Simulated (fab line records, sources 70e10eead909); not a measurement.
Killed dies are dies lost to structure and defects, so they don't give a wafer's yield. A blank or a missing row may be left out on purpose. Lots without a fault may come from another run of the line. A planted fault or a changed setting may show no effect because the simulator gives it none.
A struck lot beside a sound one | flow nand_harc | 15 steps out of a route of 1159
Sound: wafers L897.1, L897.2, L897.4. Struck: wafers L908.2, L908.3, L908.6. The cause comes at the end.
At each step with rows: each side's tool, then ch and its chambers, then its first start. Under that, the readings that differ: sound wafers | struck wafers | difference of the means | sigmas: that difference in standard deviations of wafers without a fault.
alike: readings whose means differ by less than 2 such deviations, and words and numbers that are the same on both sides. not compared: withheld readings, readings that some wafer has no value for, bounds like >300 that may hide the same value, and numbers for which the record gives no deviation and whose values overlap.
The two part at a step that has a row with sigmas, a row that says differs or no value, or rows on one side only. Numbers that don't overlap but have no deviation are shown without sigmas and don't part them. A reading that every wafer of one side lacks parts them only if that side has two wafers or more.

NHARC_A_SGD_CUT_THK_MEAS_22: measures by ellipsometry.
  sound on film_metro-01, day 14 14:21; struck on film_metro-02, day 18 06:17
  alike: thk_nm
then, 2 steps without rows for these wafers: NHARC_A_SGD_CUT_SRD_23; NHARC_A_SGD_CUT_ETCH_26 (etches SiO2 in dHF, target depth 45.8 nm).
NHARC_A_SGD_CUT_ETCHBACK_24: etches the open film in CH3F/O2, target depth 50 nm, time 92.857 s.
  sound on rie_diel-11 ch 0,1,2, day 14 14:34; struck on rie_diel-11 ch 2,3, day 18 06:30
  reading               | sound          | struck         | difference | sigmas
  oes_product_au (a.u.) | 1.02 1.01 0.98 | 0.92 0.93 0.92 | -0.08      | -2
  alike: drypump_motor_current_A, rf_vpp_V, showerhead_plenum_p_Torr, throttle_valve_pct
  not compared: rf_hours_counter_h
NHARC_A_SGD_CUT_STRIP_28: strips in O2, time 20 s.
  sound on rie_diel-11 ch 0,1,3; struck on rie_diel-11 ch 1,3
  alike: drypump_motor_current_A, oes_product_au, rf_vpp_V, showerhead_plenum_p_Torr, throttle_valve_pct
  not compared: rf_hours_counter_h
NHARC_A_SGD_CUT_INSPECT_25:
  sound on defect_inspect-02, day 14 14:49; struck on defect_inspect-01, day 18 06:44
  alike: raw_defect_count
NHARC_A_SLIT_DEP_25: deposits SiO2, target thk 200 nm.
  sound on pecvd-01 ch 0,1, day 14 14:53; struck on pecvd-01 ch 0,2, day 18 06:49
  alike: flow_sccm, heater_power_w, mfc_precursor_sccm, throttle_valve_pct
NHARC_A_SLIT_DEP_00: deposits aC, target thk 3200 nm.
  sound on acl_dep-01 ch 0, day 14 15:14; struck on acl_dep-01 ch 0, day 18 09:18
  alike: throttle_valve_pct
NHARC_A_SLIT_DEP_23: deposits SiON, target thk 100 nm.
  sound on pecvd-02 ch 0,1,2, day 14 17:14; struck on pecvd-02 ch 0,1, day 18 10:58
  alike: heater_power_w
then, 3 steps without rows for these wafers: NHARC_A_SLIT_DEHYDRATE_01 (time 120 s); NHARC_A_SLIT_HMDS_02 (time 30 s); NHARC_A_SLIT_COAT_03 (resist thk 90 nm).
NHARC_A_SLIT_SOFTBAKE_04: time 55 s.
  sound on litho_track-01 ch 0, day 14 17:00; struck on litho_track-01 ch 0, day 18 11:00
  reading                  | sound                | struck               | difference | sigmas
  heater_power_total_W (W) | 188.32 188.35 188.74 | 183.97 183.90 183.83 | -4.57      | -35
then, 2 steps without rows for these wafers: NHARC_A_SLIT_EBR_05; NHARC_END_SORT_01.

WHERE THEY PART
First at NHARC_A_SGD_CUT_ETCHBACK_24; last, within this record, at NHARC_A_SLIT_SOFTBAKE_04.

WHY: what the simulator had put in
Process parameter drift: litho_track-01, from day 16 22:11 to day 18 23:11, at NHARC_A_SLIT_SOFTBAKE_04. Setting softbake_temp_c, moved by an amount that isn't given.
